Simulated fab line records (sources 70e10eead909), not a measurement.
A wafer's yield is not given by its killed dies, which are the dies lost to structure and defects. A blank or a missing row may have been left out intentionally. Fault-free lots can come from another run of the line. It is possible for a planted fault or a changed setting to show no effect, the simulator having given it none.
Matching of chambers || flow nand-harc || NHARC_A_CONTACT_ETCH_50 on rie-diel-02: 4 sister chambers
The step etches the open film in CF4/CHF3, target depth 121 nm, time 60.5 s. 14 wafers are shown with their chamber, then 7 later ones without.

## WAFERS WITH THEIR CHAMBER
{"wafer": "L673.2", "chamber": 2, "drypump-motor-current-A (A)": 5.3, "showerhead-plenum-p-Torr (Torr)": 1.47, "rf-vpp-V (V)": 368.4}
{"wafer": "L673.4", "chamber": 0, "drypump-motor-current-A (A)": 5.7, "showerhead-plenum-p-Torr (Torr)": 1.63, "rf-vpp-V (V)": 372.4}
{"wafer": "L673.5", "chamber": 1, "drypump-motor-current-A (A)": 5.0, "showerhead-plenum-p-Torr (Torr)": 1.62, "rf-vpp-V (V)": 372.0}
{"wafer": "L676.2", "chamber": 2, "drypump-motor-current-A (A)": 5.3, "showerhead-plenum-p-Torr (Torr)": 1.47, "rf-vpp-V (V)": 367.5}
{"wafer": "L676.4", "chamber": 3, "drypump-motor-current-A (A)": 6.1, "showerhead-plenum-p-Torr (Torr)": 1.63, "rf-vpp-V (V)": 372.7}
{"wafer": "L676.6", "chamber": 0, "drypump-motor-current-A (A)": 5.7, "showerhead-plenum-p-Torr (Torr)": 1.63, "rf-vpp-V (V)": 373.1}
{"wafer": "L689.1", "chamber": 2, "drypump-motor-current-A (A)": 5.3, "showerhead-plenum-p-Torr (Torr)": 1.46, "rf-vpp-V (V)": 365.9}
{"wafer": "L689.2", "chamber": 3, "drypump-motor-current-A (A)": 6.1, "showerhead-plenum-p-Torr (Torr)": 1.63, "rf-vpp-V (V)": 373.1}
{"wafer": "L689.6", "chamber": 1, "drypump-motor-current-A (A)": 5.0, "showerhead-plenum-p-Torr (Torr)": 1.62, "rf-vpp-V (V)": 372.4}
{"wafer": "L690.2", "chamber": 2, "drypump-motor-current-A (A)": 5.3, "showerhead-plenum-p-Torr (Torr)": 1.46, "rf-vpp-V (V)": 364.8}
{"wafer": "L690.3", "chamber": 1, "drypump-motor-current-A (A)": 5.0, "showerhead-plenum-p-Torr (Torr)": 1.61, "rf-vpp-V (V)": 371.6}
{"wafer": "L690.6", "chamber": 3, "drypump-motor-current-A (A)": 6.1, "showerhead-plenum-p-Torr (Torr)": 1.63, "rf-vpp-V (V)": 372.3}
{"wafer": "L694.1", "chamber": 3, "drypump-motor-current-A (A)": 6.0, "showerhead-plenum-p-Torr (Torr)": 1.62, "rf-vpp-V (V)": 371.0}
{"wafer": "L694.2", "chamber": 0, "drypump-motor-current-A (A)": 5.7, "showerhead-plenum-p-Torr (Torr)": 1.62, "rf-vpp-V (V)": 371.7}

SIGNATURES (means of the wafers above)
{"reading": "drypump-motor-current-A", "chamber 0": 5.700, "chamber 1": 5.000, "chamber 2": 5.300, "chamber 3": 6.075, "scatter within a chamber": 0.0274}
{"reading": "showerhead-plenum-p-Torr", "chamber 0": 1.6267, "chamber 1": 1.6167, "chamber 2": 1.4650, "chamber 3": 1.6275, "scatter within a chamber": 0.00555}
{"reading": "rf-vpp-V", "chamber 0": 372.400, "chamber 1": 372.000, "chamber 2": 366.650, "chamber 3": 372.275, "scatter within a chamber": 1.08}
Rule: a wafer lies at a distance from a chamber equal to the root of the sum of squares, over the readings, of (its reading less the chamber's mean, divided by the reading's scatter). If the next closest chamber is less than 2 further off than the closest, the wafer can't be placed; otherwise it belongs to the closest. The scatter is the square root of a quotient: the sum, over the shown wafers, of each reading's squared deviation from its chamber's mean, divided by wafers minus chambers.

## WAFERS MISSING THEIR CHAMBER
{"wafer": "L694.5", "drypump-motor-current-A (A)": 5.0, "showerhead-plenum-p-Torr (Torr)": 1.61, "rf-vpp-V (V)": 371.1}
{"wafer": "L696.2", "drypump-motor-current-A (A)": 5.0, "showerhead-plenum-p-Torr (Torr)": 1.61, "rf-vpp-V (V)": 371.3}
{"wafer": "L696.5", "drypump-motor-current-A (A)": 5.0, "showerhead-plenum-p-Torr (Torr)": 1.61, "rf-vpp-V (V)": 371.4}
{"wafer": "L696.6", "drypump-motor-current-A (A)": 5.3, "showerhead-plenum-p-Torr (Torr)": 1.46, "rf-vpp-V (V)": 366.5}
{"wafer": "L695.1", "drypump-motor-current-A (A)": 6.1, "showerhead-plenum-p-Torr (Torr)": 1.62, "rf-vpp-V (V)": 372.9}
{"wafer": "L695.3", "drypump-motor-current-A (A)": 5.3, "showerhead-plenum-p-Torr (Torr)": 1.46, "rf-vpp-V (V)": 365.6}
{"wafer": "L695.4", "drypump-motor-current-A (A)": 5.0, "showerhead-plenum-p-Torr (Torr)": 1.61, "rf-vpp-V (V)": 371.6}

## WHICH CHAMBER EACH WENT THROUGH
{"wafer": "L694.5", "from the rows above": 1, "in truth": 1}
{"wafer": "L696.2", "from the rows above": 1, "in truth": 1}
{"wafer": "L696.5", "from the rows above": 1, "in truth": 1}
{"wafer": "L696.6", "from the rows above": 2, "in truth": 2}
{"wafer": "L695.1", "from the rows above": 3, "in truth": 3}
{"wafer": "L695.3", "from the rows above": 2, "in truth": 2}
{"wafer": "L695.4", "from the rows above": 1, "in truth": 1}
Placed correctly: 7 of 7. Number that these rows cannot place: 0. Number placed wrongly: 0.
